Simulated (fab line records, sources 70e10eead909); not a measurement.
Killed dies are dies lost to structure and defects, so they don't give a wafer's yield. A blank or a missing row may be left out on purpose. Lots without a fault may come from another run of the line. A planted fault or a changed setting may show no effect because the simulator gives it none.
fab line records | flow nand_harc | part 1 of 2: steps 1 to 4 of 6
record lots=23 wafers=69 last_day=34
route steps=1302 shown A_STAIRCASE@680
lots that met no fault: from a run of the same line without faults
start_h: hours from the record's first day to the start of the lot's first wafer shown | wait_h: hours since the lot's step before | " the same as in the row above | L1.1+2: a row that stands for several wafers | - no value, or no start given | * or withheld: withheld | < > ~ a bound
route shown NAME@n: a module of which the file shows steps, and the number in the route of the first | usual: mean/standard deviation of fault-free wafers | same: alike in all rows | chamber/n: place in a boat | sites: the reading at each site | _std_site: their standard deviation | _edge_site: outer sites' mean less inner sites' | radius_mm: how far each site lies from the wafer's centre | mask NAME#n: copy n | behind: the tool/chamber that last shaped the wafer | hold: why the lot was held/for how many hours/how that ended | device: the transistor (n, p or np) that didn't switch | end of line: the same wafers' tests at the end of the route | a step without rows: its recipe alone | killed: dies lost to structure and defects at the first sort, not the wafer's yield | map: a wafer's dies, x killed, . not, _ none there
set.NAME: the setting as run; set.NAME@STEP: as run at that earlier step | model.NAME: the simulator's own value behind a step, which no gauge read
steps of the route over a sample of lots; a table a step, a row a wafer
services: from which hour (start_h, from the record's first day; less than 0 if before it) a tool's chamber was out of use, for how many hours, and why
## steps
# step NHARC_A_STAIRCASE_ETCH_23
# recipe target_depth_a=1000 time_s=40.5 ion_energy_ev=400 c4f8_flow_sccm=20 o2_flow_sccm=10 ar_flow_sccm=withheld rf_w=600 bias_w=1000 chemistry=C4F8/O2
# usual oes_product_au=0.948/0.015 rf_vpp_V=898/6.6
# columns lot.wafer tool chamber start_h wait_h oes_product_au rf_hours_counter_h rf_vpp_V
L075.2 rie_diel-13 0 - - 0.926 1 889
L075.1 " 2 " " 0.935 1 904
L075.6 " 2 " " 0.936 - 905
L074.4 rie_diel-05 0 - - 0.965 37 888
L074.3 " 3 " " 0.963 24 895
L074.5 " 1 " " 0.936 - 905
L077.2 rie_diel-08 2 - - 0.948 0 905
L077.1 " 0 " " 0.937 0 892
L077.3 " 1 " " 0.949 0 904
L076.4 rie_diel-13 0 - - 0.941 13 888
L076.3 " 1 " " 0.954 12 904
L076.5 " 0 " " 0.926 - 889
L079.3 rie_diel-13 0 - - 0.967 23 889
L079.2 " 3 " " 0.964 13 888
L079.5 " 0 " " 0.967 - 889
L081.1 rie_diel-08 2 - - 0.968 9 905
L081.2 " 3 " " 0.988 10 896
L081.4 " 0 " " 0.981 9 892
L080.4 rie_diel-13 1 - - 0.955 23 905
L080.2 " 2 " " 0.945 21 905
L080.3 " 0 " " 0.937 24 889
L082.3 rie_diel-08 0 - - 0.972 17 894
L082.1 " 1 " " 0.956 16 905
L082.5 " 2 " " 0.954 - 904
L083.1 rie_diel-05 3 - - 0.964 9 897
L083.3 " 0 " " 0.948 8 906
L083.6 " 3 " " 0.961 - 894
L085.1 rie_diel-05 2 - - 0.949 22 892
L085.2 " 0 " " 0.958 18 906
L085.5 " 2 " " 0.949 - 893
L084.1 rie_diel-05 3 - - 0.950 22 896
L084.3 " 0 " " 0.953 19 906
L084.2 " 2 " " 0.961 23 893
L086.3 rie_diel-05 2 - - 0.934 23 894
L086.2 " 0 " " 0.952 20 905
L086.5 " 1 " " 0.911 - 904
L087.2 rie_diel-13 0 - - 0.943 51 888
L087.6 " 3 " " 0.959 - 888
L087.5 " 0 " " 0.953 - 888
L088.2 rie_diel-08 1 - - 0.943 34 902
L088.3 " 3 " " 0.961 38 896
L088.5 " 2 " " 0.950 - 904
L090.3 rie_diel-05 0 - - 0.953 30 904
L090.6 " 0 " " 0.944 - 906
L090.5 " 1 " " 0.912 - 903
L089.2 rie_diel-05 3 - - 0.928 35 894
L089.1 " 0 " " 0.952 30 906
L089.3 " 1 " " 0.919 30 904
L091.3 rie_diel-08 0 - - 0.928 48 892
L091.1 " 2 " " 0.928 44 906
L091.4 " 3 " " 0.933 48 895
L092.3 rie_diel-08 1 - - 0.965 51 904
L092.4 " 2 " " 0.944 50 904
L092.1 " 3 " " 0.959 54 895
L093.2 rie_diel-13 0 - - 0.931 6 889
L093.4 " 2 " " 0.953 9 903
L093.5 " 0 " " 0.935 - 888
L095.1 rie_diel-08 2 - - 0.948 3 905
L095.3 " 3 " " 0.950 3 895
L095.5 " 2 " " 0.944 - 906
L094.4 rie_diel-13 3 - - 0.947 9 887
L094.3 " 0 " " 0.933 9 888
L094.1 " 2 " " 0.940 12 902
L096.3 rie_diel-05 2 - - 0.956 57 892
L096.1 " 3 " " 0.946 56 894
L096.4 " 0 " " 0.962 55 905
L097.3 rie_diel-08 3 - - 0.954 14 893
L097.4 " 2 " " 0.934 12 904
L097.6 " 0 " " 0.962 - 891
# step NHARC_A_STAIRCASE_ETCH_197
# recipe target_depth_a=1000 time_s=40.5 ion_energy_ev=400 c4f8_flow_sccm=20 o2_flow_sccm=10 ar_flow_sccm=withheld rf_w=600 bias_w=1000 chemistry=C4F8/O2
# usual oes_product_au=0.951/0.015 rf_vpp_V=897/7
# columns lot.wafer tool chamber start_h wait_h oes_product_au rf_hours_counter_h rf_vpp_V
L075.1 rie_diel-13 0 - - 0.932 3 890
L075.2 " 1 " " 0.965 3 904
L075.6 " 0 " " 0.936 - 890
L074.3 rie_diel-05 3 - - 0.947 26 895
L074.4 " 1 " " 0.932 41 905
L074.5 " 3 " " 0.954 - 895
L077.2 rie_diel-13 3 - - 0.954 5 888
L077.3 " 0 " " 0.948 14 888
L077.1 " 1 " " 0.963 13 904
L076.3 rie_diel-08 3 - - 0.947 2 898
L076.4 " 1 " " 0.957 1 905
L076.5 " 3 " " 0.940 - 896
L079.2 rie_diel-08 3 - - 0.953 10 895
L079.3 " 2 " " 0.947 10 906
L079.5 " 3 " " 0.948 - 895
L081.1 rie_diel-08 1 - - 0.937 10 906
L081.2 " 2 " " 0.939 10 908
L081.4 " 3 " " 0.935 11 896
L080.4 rie_diel-13 3 - - 0.949 15 887
L080.2 " 1 " " 0.965 25 905
L080.3 " 2 " " 0.950 22 905
L082.1 rie_diel-08 1 - - 0.964 17 905
L082.3 " 3 " " 0.946 17 896
L082.5 " 2 " " 0.952 - 905
L083.1 rie_diel-08 0 - - 0.949 19 893
L083.3 " 1 " " 0.956 19 904
L083.6 " 1 " " 0.950 - 904
L085.1 rie_diel-08 2 - - 0.981 28 905
L085.2 " 3 " " 0.951 29 897
L085.5 " 1 " " 0.967 - 904
L084.2 rie_diel-08 0 - - 0.923 29 894
L084.3 " 1 " " 0.931 27 905
L084.1 " 3 " " 0.929 30 896
L086.3 rie_diel-08 0 - - 0.944 34 894
L086.2 " 1 " " 0.952 31 905
L086.5 " 0 " " 0.956 - 894
L087.2 rie_diel-05 1 - - 0.918 27 906
L087.6 " 3 " " 0.955 - 894
L087.5 " 0 " " 0.955 - 906
L088.2 rie_diel-13 2 - - 0.958 48 903
L088.3 " 0 " " 0.939 52 887
L088.5 " 3 " " 0.948 - 888
L090.3 rie_diel-13 1 - - 0.941 50 902
L090.5 " 3 " " 0.935 - 888
L090.6 " 0 " " 0.939 - 889
L089.3 rie_diel-08 3 - - 0.983 46 896
L089.2 " 0 " " 0.971 45 894
L089.1 " 1 " " 0.964 40 904
L091.3 rie_diel-13 3 - - 0.969 0 887
L091.1 " 0 " " 0.961 0 889
L091.4 " 1 " " 0.992 0 903
L092.4 rie_diel-13 0 - - 0.947 5 888
L092.3 " 1 " " 0.949 9 903
L092.1 " 2 " " 0.939 9 903
L093.4 rie_diel-13 2 - - 0.951 10 903
L093.2 " 0 " " 0.929 7 888
L093.5 " 1 " " 0.966 - 902
L095.3 rie_diel-05 1 - - 0.924 55 905
L095.1 " 0 " " 0.948 54 905
L095.5 " 2 " " 0.935 - 892
L094.1 rie_diel-13 1 - - 0.983 15 902
L094.4 " 2 " " 0.957 16 903
L094.3 " 3 " " 0.950 13 886
L096.1 rie_diel-13 1 - - 0.967 16 902
L096.3 " 2 " " 0.939 18 904
L096.4 " 0 " " 0.943 13 888
L097.3 rie_diel-13 2 - - 0.950 24 902
L097.4 " 3 " " 0.954 21 887
L097.6 " 1 " " 0.946 - 902
# step NHARC_A_STAIRCASE_DESCUM_219
# recipe time_s=3 o2_flow_sccm=200 ar_flow_sccm=0 bias_power_w=0 chemistry=O2
# usual drypump_motor_current_A=5.9/0.35 oes_product_au=1.002/0.012 rf_vpp_V=57.9/1 showerhead_plenum_p_Torr=1.93/0.12 throttle_valve_pct=11.311/0.0085
# columns lot.wafer tool chamber start_h wait_h drypump_motor_current_A oes_product_au rf_hours_counter_h rf_vpp_V showerhead_plenum_p_Torr throttle_valve_pct
L075.1 rie_diel-05 2 359.41 - 5.8 1.009 42 56.3 1.87 11.294
L075.2 " 3 " " 6.0 1.008 26 56.8 1.90 11.314
L075.6 " 2 " " 5.8 1.020 - 58.4 1.87 11.313
L074.4 rie_diel-13 0 364.04 - 5.6 0.995 7 58.7 1.81 11.309
L074.3 " 2 " " 5.7 1.001 7 59.5 2.06 11.304
L074.5 " 3 " " 5.9 0.990 - 57.0 1.79 11.314
L077.3 rie_diel-05 0 383.78 - 5.6 1.011 48 57.2 1.77 11.314
L077.1 " 2 " " 5.8 1.022 49 57.2 1.87 11.325
L077.2 " 3 " " 6.0 1.002 35 58.8 1.90 11.310
L076.4 rie_diel-08 1 384.06 - 6.3 1.003 2 58.9 2.06 11.306
L076.3 " 0 " " 5.9 1.015 2 58.7 1.88 11.315
L076.5 " 1 " " 6.3 0.996 - 59.5 2.06 11.331
L079.3 rie_diel-13 1 413.39 - 6.6 1.024 25 58.3 2.03 11.311
L079.2 " 2 " " 5.7 1.011 23 59.5 2.05 11.316
L079.5 " 1 " " 6.6 1.013 - 56.9 2.03 11.315
L081.2 rie_diel-13 3 413.93 - 5.9 0.997 15 56.1 1.79 11.319
L081.4 " 1 " " 6.6 1.007 25 58.5 2.03 11.322
L081.1 " 2 " " 5.7 1.000 23 55.7 2.05 11.303
L080.4 rie_diel-13 1 414.15 - 6.6 1.015 25 59.0 2.03 11.308
L080.3 " 2 " " 5.7 1.011 23 57.4 2.05 11.319
L080.2 " 0 " " 5.6 1.011 26 56.0 1.80 11.307
L082.3 rie_diel-05 1 438.12 - 6.2 0.981 10 58.5 2.05 11.301
L082.1 " 3 " " 6.0 1.000 10 57.7 1.89 11.323
L082.5 " 2 " " 5.8 1.001 - 58.2 1.86 11.317
L083.1 rie_diel-08 1 443.11 - 6.3 1.002 19 59.1 2.05 11.312
L083.3 " 3 " " 5.2 1.010 19 56.9 1.91 11.320
L083.6 " 2 " " 6.0 1.007 - 58.9 2.07 11.305
L085.1 rie_diel-13 0 474.97 - 5.6 0.994 44 58.4 1.80 11.309
L085.2 " 1 " " 6.6 1.019 39 59.4 2.03 11.309
L085.5 " 0 " " 5.6 0.987 - 56.5 1.80 11.310
L084.3 rie_diel-08 0 480.21 - 5.9 0.998 33 57.8 1.87 11.304
L084.2 " 2 " " 6.0 1.015 31 57.5 2.07 11.318
L084.1 " 3 " " 5.2 1.006 34 55.8 1.91 11.302
L086.2 rie_diel-13 2 483.95 - 5.8 1.000 43 58.2 2.04 11.316
L086.3 " 0 " " 5.6 0.990 48 58.5 1.79 11.319
L086.5 " 3 " " 5.9 1.017 - 57.1 1.78 11.315
L087.2 rie_diel-05 0 504.25 - 5.6 1.003 26 57.9 2.07 11.316
L087.6 " 2 " " 5.8 1.006 - 57.4 1.85 11.308
L087.5 " 3 " " 6.0 1.010 - 57.1 1.88 11.295
L088.2 rie_diel-08 0 504.54 - 5.9 0.987 38 58.6 1.87 11.306
L088.3 " 1 " " 6.3 0.993 35 57.4 2.05 11.315
L088.5 " 2 " " 6.0 1.008 - 57.9 2.06 11.303
L089.3 rie_diel-05 2 518.05 - 5.8 1.021 38 57.1 1.85 11.312
L089.1 " 0 " " 5.6 1.003 32 59.2 2.07 11.317
L089.2 " 1 " " 6.2 0.983 32 58.3 2.05 11.318
L090.3 rie_diel-13 1 518.36 - 6.6 1.017 51 58.5 2.02 11.305
L090.5 " 2 " " 5.7 1.006 - 58.1 2.04 11.297
L090.6 " 3 " " 5.9 1.001 - 57.6 1.78 11.303
L091.3 rie_diel-13 2 532.09 - 5.8 0.999 0 59.8 2.04 11.308
L091.1 " 0 " " 5.6 0.994 0 58.1 1.79 11.303
L091.4 " 1 " " 6.6 1.020 1 57.7 2.02 11.307
L092.4 rie_diel-13 2 553.19 - 5.7 0.988 9 56.8 2.04 11.316
L092.3 " 3 " " 5.9 0.996 6 57.4 1.77 11.301
L092.1 " 1 " " 6.6 1.004 9 58.9 2.02 11.318
L093.2 rie_diel-13 1 562.52 - 6.6 1.034 10 58.5 2.02 11.311
L093.4 " 3 " " 5.9 1.006 7 58.1 1.77 11.317
L093.5 " 1 " " 6.6 1.019 - 59.9 2.02 11.320
L095.3 rie_diel-13 1 576.03 - 6.6 1.012 15 58.8 2.02 11.308
L095.1 " 2 " " 5.7 0.991 17 58.2 2.03 11.309
L095.5 " 0 " " 5.6 0.973 - 56.8 1.79 11.306
L094.3 rie_diel-08 3 576.42 - 5.2 1.014 6 57.6 1.90 11.310
L094.1 " 2 " " 5.9 1.013 6 57.2 2.06 11.308
L094.4 " 3 " " 5.2 1.019 - 58.3 1.90 11.319
L096.4 rie_diel-13 0 582.31 - 5.6 0.990 13 56.5 1.79 11.300
L096.1 " 1 " " 6.6 1.017 17 58.9 2.02 11.301
L096.3 " 3 " " 5.9 0.993 15 58.2 1.77 11.319
L097.4 rie_diel-13 0 597.15 - 5.6 0.971 21 56.5 1.78 11.314
L097.3 " 1 " " 6.6 0.999 24 58.4 2.01 11.294
L097.6 " 0 " " 5.6 0.980 - 56.4 1.78 11.312
# step NHARC_A_STAIRCASE_TRIM_229
# recipe time_s=211.2 o2_flow_sccm=500 ar_flow_sccm=0 bias_w=0 chemistry=O2
# usual drypump_motor_current_A=5.9/0.36 oes_product_au=1.000/0.011 rf_vpp_V=57.9/0.91 showerhead_plenum_p_Torr=3.57/0.19 throttle_valve_pct=17.036/0.0093
# columns lot.wafer tool chamber start_h wait_h drypump_motor_current_A oes_product_au rf_hours_counter_h rf_vpp_V showerhead_plenum_p_Torr throttle_valve_pct
L075.2 rie_diel-05 2 364.28 0.1 5.8 1.025 45 56.4 3.45 17.034
L075.1 " 1 " " 6.1 0.987 44 58.2 3.78 17.032
L075.6 " 2 " " 5.8 1.018 - 56.6 3.45 17.046
L074.4 rie_diel-13 1 365.26 0.1 6.6 0.994 8 57.1 3.74 17.042
L074.3 " 3 " " 5.9 0.992 1 58.7 3.31 17.043
L074.5 " 1 " " 6.6 1.006 - 58.8 3.74 17.023
L077.1 rie_diel-05 3 384.89 0.1 6.0 1.004 35 57.1 3.50 17.043
L077.2 " 0 " " 5.6 1.007 48 56.0 3.27 17.020
L077.3 " 2 " " 5.8 1.008 50 58.4 3.45 17.042
L076.3 rie_diel-08 3 385.22 0.1 5.2 1.002 2 57.7 3.54 17.054
L076.4 " 0 " " 5.9 1.003 2 57.2 3.47 17.037
L076.5 " 3 " " 5.2 1.003 - 57.3 3.54 17.035
L079.2 rie_diel-08 0 414.72 0.1 5.9 1.003 12 58.2 3.46 17.041
L079.3 " 3 " " 5.2 1.006 12 58.6 3.53 17.010
L079.5 " 1 " " 6.3 1.006 - 57.4 3.77 17.028
L081.2 rie_diel-13 1 415.30 0.1 6.6 1.016 26 58.2 3.73 17.038
L081.1 " 3 " " 5.9 1.004 16 57.2 3.31 17.045
L081.4 " 0 " " 5.6 1.002 27 57.6 3.33 17.042
L080.4 rie_diel-08 2 415.63 0.1 6.0 0.999 12 57.9 3.80 17.036
L080.3 " 3 " " 5.2 0.997 12 57.7 3.53 17.047
L080.2 " 0 " " 5.9 1.005 12 58.0 3.46 17.041
L082.1 rie_diel-05 1 439.22 0.1 6.2 0.984 10 59.7 3.77 17.036
L082.3 " 0 " " 5.6 1.021 8 57.7 3.80 17.024
L082.5 " 1 " " 6.2 0.989 - 59.0 3.77 17.025
L083.3 rie_diel-13 2 444.24 0.1 5.7 1.000 30 57.6 3.76 17.024
L083.1 " 3 " " 5.9 1.006 22 56.5 3.30 17.041
L083.6 " 2 " " 5.7 0.997 - 58.0 3.76 17.037
L085.1 rie_diel-05 1 476.59 0.1 6.2 0.964 20 59.2 3.76 17.028
L085.2 " 2 " " 5.8 0.986 24 59.2 3.43 17.039
L085.5 " 0 " " 5.6 1.001 - 60.1 3.80 17.036
L084.2 rie_diel-13 1 481.56 0.1 6.6 1.007 42 56.6 3.72 17.025
L084.1 " 2 " " 5.7 0.995 42 58.7 3.75 17.038
L084.3 " 3 " " 5.9 1.001 34 56.2 3.30 17.044
L086.2 rie_diel-08 0 485.07 0.1 5.9 0.998 34 57.7 3.45 17.038
L086.3 " 1 " " 6.3 0.998 31 57.7 3.76 17.033
L086.5 " 3 " " 5.2 1.003 - 56.6 3.52 17.040
L087.2 rie_diel-13 3 505.39 0.1 5.9 1.009 40 57.3 3.29 17.033
L087.5 " 1 " " 6.7 1.023 - 58.6 3.72 17.041
L087.6 " 2 " " 5.7 0.999 - 58.7 3.75 17.042
L088.2 rie_diel-05 3 505.66 0.1 6.0 1.003 31 57.7 3.48 17.017
L088.3 " 0 " " 5.7 1.010 27 59.0 3.79 17.036
L088.5 " 2 " " 5.8 1.016 - 56.8 3.43 17.029
L089.2 rie_diel-05 1 519.31 0.1 6.2 0.979 33 58.2 3.76 17.029
L089.3 " 2 " " 5.8 1.008 38 57.3 3.42 17.035
L089.1 " 3 " " 6.0 0.995 38 55.9 3.47 17.032
L090.3 rie_diel-05 1 519.54 0.1 6.2 0.995 33 58.1 3.76 17.013
L090.5 " 2 " " 5.8 1.008 - 58.1 3.42 17.027
L090.6 " 3 " " 6.0 0.999 - 57.8 3.47 17.015
L091.4 rie_diel-05 3 533.22 0.1 6.0 0.997 43 57.6 3.47 17.043
L091.3 " 0 " " 5.6 1.021 37 57.4 3.79 17.038
L091.1 " 1 " " 6.2 0.985 38 59.0 3.75 17.057
L092.4 rie_diel-05 2 554.32 0.1 5.8 0.986 51 57.7 3.42 17.042
L092.1 " 3 " " 6.0 0.994 51 56.3 3.47 17.023
L092.3 " 0 " " 5.6 1.008 49 58.7 3.78 17.025
L093.4 rie_diel-13 3 563.62 0.1 5.9 0.996 7 58.2 3.29 17.043
L093.2 " 0 " " 5.6 0.980 8 57.2 3.31 17.051
L093.5 " 0 " " 5.6 0.987 - 56.9 3.31 17.041
L095.3 rie_diel-13 0 577.61 0.1 5.6 0.985 12 56.3 3.31 17.048
L095.1 " 1 " " 6.7 1.017 15 57.9 3.71 17.033
L095.5 " 0 " " 5.6 0.989 - 57.9 3.31 17.044
L094.3 rie_diel-08 2 577.71 0.1 6.0 1.011 7 58.1 3.77 17.053
L094.1 " 3 " " 5.2 1.009 6 58.0 3.51 17.033
L094.4 " 3 " " 5.2 1.008 - 57.7 3.51 17.030
L096.1 rie_diel-13 3 583.43 0.1 5.9 1.006 15 59.3 3.28 17.050
L096.3 " 0 " " 5.6 0.979 13 57.0 3.31 17.042
L096.4 " 1 " " 6.6 1.016 17 58.2 3.71 17.026
L097.4 rie_diel-13 0 598.60 0.1 5.6 0.976 22 58.9 3.31 17.021
L097.3 " 2 " " 5.7 0.994 25 59.7 3.73 17.033
L097.6 " 0 " " 5.6 0.972 - 58.9 3.31 17.037
